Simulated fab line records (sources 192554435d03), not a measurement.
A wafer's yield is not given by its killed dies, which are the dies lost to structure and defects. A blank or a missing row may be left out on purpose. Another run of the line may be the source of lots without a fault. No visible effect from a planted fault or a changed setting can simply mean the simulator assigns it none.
Which tool did it? ; flow n5_finfet ; 9 lots, 26 wafers sampled, at 5 steps of a route of 1938

WHAT THE GAUGES SHOWED, per wafer
N5_BEOL_M3_THK_MEAS_53: measures by xrf.
lot;measured;on;M3_THK (nm)
L242;day 7 13:29;film_metro-02;40.9 41.1 40.9
L244;day 8 08:30;film_metro-01;36.2 38.3 38.6
L245;day 8 19:35;film_metro-01;39.9 39.5 40.9
L249;day 10 05:40;film_metro-01;38.5 39.1 39.4
L250;day 10 09:39;film_metro-02;36.7 41.2 40.0
L254;day 11 07:28;film_metro-01;40.9 41.2 40.8
L255;day 11 14:00;film_metro-02;39.5 39.0 41.0
L253;day 11 15:02;film_metro-01;40.9 45.9 41.9
L256;day 12 00:13;film_metro-02;47.1 42.4

WHAT TOOL EACH LOT RAN ON (gives the tool, then ch and the chambers of the sampled wafers, and finally the start)
lot;N5_BEOL_M2_DEP_57;N5_BEOL_M3_ANNEAL_91;N5_BEOL_M3_ANNEAL_51;N5_BEOL_M3_CMP_52
L242;pecvd-01 ch 1,2, day 7 04:26;pvd_sputter-02, day 7 11:50;rtp_anneal-02 ch 0, day 7 12:50;cmp-04 ch 1,3, day 7 13:14
L244;pecvd-04 ch 0,2, day 7 19:29;pvd_sputter-02, day 8 07:08;rtp_anneal-01 ch 0, day 8 07:57;cmp-01 ch 0,2,3, day 8 08:12
L245;pecvd-01 ch 0,1,2, day 8 07:29;pvd_sputter-03, day 8 18:13;rtp_anneal-01 ch 0, day 8 19:02;cmp-03 ch 0,1,2, day 8 19:24
L249;pecvd-04 ch 0,1, day 9 04:47;pvd_sputter-03, day 10 03:31;rtp_anneal-01 ch 0, day 10 05:07;cmp-04 ch 1,3, day 10 05:22
L250;pecvd-03 ch 0,1, day 9 08:21;pvd_sputter-03, day 10 08:17;rtp_anneal-01 ch 0, day 10 09:06;cmp-03 ch 0,2,3, day 10 09:23
L254;pecvd-04 ch 1,2, day 10 19:05;pvd_sputter-02, day 11 01:18;rtp_anneal-01 ch 0, day 11 06:44;cmp-01 ch 0,2, day 11 07:12
L255;pecvd-04 ch 0,1, day 11 04:56;pvd_sputter-03, day 11 12:37;rtp_anneal-02 ch 0, day 11 13:26;cmp-01 ch 1,2, day 11 13:42
L253;pecvd-04 ch 0,2, day 11 07:28;pvd_sputter-02, day 11 13:31;rtp_anneal-01 ch 0, day 11 14:26;cmp-04 ch 0,1,3, day 11 14:47
L256;pecvd-04 ch 0,1, day 11 12:31;pvd_sputter-01, day 11 22:51;rtp_anneal-02 ch 0, day 11 23:43;cmp-01 ch 1,3, day 12 00:02
- N5_BEOL_M2_DEP_57: deposits SiCN from 3MS/NH3, target thk 8 nm, time 14 s.
- N5_BEOL_M3_ANNEAL_91: time 240 s.
- N5_BEOL_M3_ANNEAL_51: time 90 s.
- N5_BEOL_M3_CMP_52: polishes, stops on SiOC, t overpolish 6.8 s, target thk 40 nm.

THE ANSWER, worked out from the rows above alone
Rule: what is usual is taken from the lots themselves. The widest of any qualifying gaps counts: lots, ordered by their means at a reading, are off when they make up no more than a third of the lots, leave a main group of 4 or more, and stand apart from it by 3 or more times the standard deviation of that group's means. The tables above print the reading to a certain number of digits; a main group whose means all agree to those digits is not used. A lot without any number at a reading at which 4 lots or more have one is off too. The other lots that the step has rows for count as sound.
No lot is off on any of the readings shown, so nothing can be concluded from this.

WHAT THE SIMULATOR HAD INSERTED
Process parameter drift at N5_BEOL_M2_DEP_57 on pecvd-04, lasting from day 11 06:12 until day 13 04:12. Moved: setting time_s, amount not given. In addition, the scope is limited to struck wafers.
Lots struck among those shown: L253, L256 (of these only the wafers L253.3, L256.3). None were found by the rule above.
